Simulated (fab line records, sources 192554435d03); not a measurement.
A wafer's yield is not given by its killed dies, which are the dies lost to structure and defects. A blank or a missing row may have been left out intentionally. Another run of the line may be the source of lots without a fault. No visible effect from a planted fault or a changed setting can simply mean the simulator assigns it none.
Split-lot study + flow n5 finfet + route with 1938 steps; 7 lots, 39 wafers read

== THE SPLIT ==
At N5_DUMMY_GATE_EXPOSE_12 (exposes mask GATE, target cd 25 nm), the setting dose mj was moved away from the recipe's 34 on 15 of the 39 wafers read, by -5.1% to +7.9%. All remaining wafers had this setting at the recipe value.

== FROM THE SPLIT TO THE READING: what the file shows between them, 8 steps ==
- N5_DUMMY_GATE_PEB_13: peb time 60 s
- N5_DUMMY_GATE_DEVELOP_14: develop time 30 s
- N5_DUMMY_GATE_CD_MEAS_15: target cd 25.8 nm
- N5_DUMMY_GATE_ETCH_37: etches SOC in N2/H2, target depth 60 nm, overetch 30 nm (also split here: source w)
- N5_DUMMY_GATE_STRIP_38: strips in N2/H2
- N5_DUMMY_GATE_STRIP_39: strips in N2/H2
- N5_DUMMY_GATE_TRIM_49: chemistry O2, time 29 s, target cd 14 nm
- N5_DUMMY_GATE_STRIP_40: strips in CF4

== THE READING ==
cd nm at N5_DUMMY_GATE_CD_MEAS_50, given in nm (cd target 14 nm). A value of 13.96 nm with a standard deviation of 0.29 nm is what fault-free wafers of this fab line usually give.

| wafer  | tool, chamber at the split | dose mj as run | against the recipe | cd nm, nm | against lot-mates on the recipe |
|--------|----------------------------|----------------|--------------------|-----------|---------------------------------|
| L076.1 | euv scanner-01, 0          | 34             | recipe             | 14.59     | -                               |
| L076.2 | euv scanner-01, 0          | 34             | recipe             | 14.12     | -                               |
| L076.3 | euv scanner-01, 0          | 34             | recipe             | 14.63     | -                               |
| L076.4 | euv scanner-01, 0          | 34             | recipe             | 14.52     | -                               |
| L076.5 | euv scanner-01, 0          | 34             | recipe             | 14.25     | -                               |
| L076.6 | euv scanner-01, 0          | 34             | recipe             | 13.91     | -                               |
| L080.1 | euv scanner-01, 0          | 34             | recipe             | 14.29     | -                               |
| L080.2 | euv scanner-01, 0          | 35.96          | +5.8%              | 12.61     | -1.19                           |
| L080.3 | euv scanner-01, 0          | 35.96          | +5.8%              | 12.30     | -1.50                           |
| L080.4 | euv scanner-01, 0          | 34             | recipe             | 13.65     | -                               |
| L080.5 | euv scanner-01, 0          | 35.96          | +5.8%              | 13.00     | -0.80                           |
| L080.6 | euv scanner-01, 0          | 34             | recipe             | 13.46     | -                               |
| L084.1 | euv scanner-01, 0          | 34             | recipe             | 14.07     | -                               |
| L084.2 | euv scanner-01, 0          | 34             | recipe             | 13.93     | -                               |
| L084.6 | euv scanner-01, 0          | 34             | recipe             | 13.46     | -                               |
| L087.1 | euv scanner-02, 0          | 32.26          | -5.1%              | 15.62     | +1.74                           |
| L087.2 | euv scanner-02, 0          | 32.26          | -5.1%              | 15.30     | +1.42                           |
| L087.3 | euv scanner-02, 0          | 34             | recipe             | 13.47     | -                               |
| L087.4 | euv scanner-02, 0          | 32.26          | -5.1%              | 15.00     | +1.12                           |
| L087.5 | euv scanner-02, 0          | 34             | recipe             | 13.93     | -                               |
| L087.6 | euv scanner-02, 0          | 34             | recipe             | 14.25     | -                               |
| L094.1 | euv scanner-02, 0          | 35.32          | +3.9%              | 12.87     | -0.68                           |
| L094.2 | euv scanner-02, 0          | 35.32          | +3.9%              | 13.15     | -0.40                           |
| L094.3 | euv scanner-02, 0          | 35.32          | +3.9%              | 13.27     | -0.28                           |
| L094.4 | euv scanner-02, 0          | 34             | recipe             | 13.69     | -                               |
| L094.5 | euv scanner-02, 0          | 34             | recipe             | 13.42     | -                               |
| L094.6 | euv scanner-02, 0          | 34             | recipe             | 13.53     | -                               |
| L095.1 | euv scanner-02, 0          | 34             | recipe             | 13.95     | -                               |
| L095.2 | euv scanner-02, 0          | 32.39          | -4.7%              | 14.74     | +0.80                           |
| L095.3 | euv scanner-02, 0          | 32.39          | -4.7%              | 14.33     | +0.39                           |
| L095.4 | euv scanner-02, 0          | 34             | recipe             | 13.90     | -                               |
| L095.5 | euv scanner-02, 0          | 34             | recipe             | 13.96     | -                               |
| L095.6 | euv scanner-02, 0          | 32.39          | -4.7%              | 14.94     | +1.00                           |
| L096.1 | euv scanner-02, 0          | 36.67          | +7.9%              | 12.75     | -1.25                           |
| L096.2 | euv scanner-02, 0          | 34             | recipe             | 14.20     | -                               |
| L096.3 | euv scanner-02, 0          | 36.67          | +7.9%              | 12.77     | -1.23                           |
| L096.4 | euv scanner-02, 0          | 36.67          | +7.9%              | 12.85     | -1.15                           |
| L096.5 | euv scanner-02, 0          | 34             | recipe             | 14.02     | -                               |
| L096.6 | euv scanner-02, 0          | 34             | recipe             | 13.77     | -                               |

THE FIT
A straight line over all 39 wafers: cd nm changes by -0.192 nm for each +1% of dose mj; r = -0.89; the points scatter about the line by 0.36 nm.
The same after taking each lot's own level away (the mean of its wafers on the recipe; 39 wafers): -0.184 nm for each +1%; r = -0.91; scatter 0.29 nm.
The reading moves by 1.4 nm for the largest change in dose mj, on that fit.
From 13.547 to 14.337 nm: that is the span of the lots' own levels, equal to 2.7 times the standard deviation above.
The two slopes are in agreement: the lot-to-lot level therefore moves the slope only a little.
Check: -1.41 nm against its lot-mates is what the line predicts for one of the wafers moved furthest among these (+7.9%) when that wafer is left out of the fit. Against them it came out at -1.25 nm.

== ADDITIONAL SPLITS CARRIED BY THESE WAFERS ==
Other splits were also applied to these wafers ahead of the reading. Each is held against what the fit with the lots' levels taken away leaves over:
| other split on the same wafers | wafers away from the commonest value | r with cd nm (lot level and that fit taken away) |
|--------------------------------|--------------------------------------|--------------------------------------------------|
| N5_FIN_SAQP_ALD_61 temp c      | 18                                   | -0.36                                            |
| N5_DUMMY_GATE_ETCH_37 source w | 9                                    | -0.16                                            |

== THE WHOLE CHAIN: every reading that the file lists as answering this split, in the file's order ==
| step                     | what it does      | reading | change (the file's fit)               | r (the file's) |
|--------------------------|-------------------|---------|---------------------------------------|----------------|
| N5_DUMMY_GATE_CD_MEAS_15 | target cd 25.8 nm | cd nm   | -0.186 nm for each +1% of the setting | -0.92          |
| N5_DUMMY_GATE_CD_MEAS_50 | target cd 14 nm   | cd nm   | -0.181 nm for each +1% of the setting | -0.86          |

== THE FILE'S OWN FIT ==
cd nm changes by -0.181 nm for each +1% of dose mj, r = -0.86.
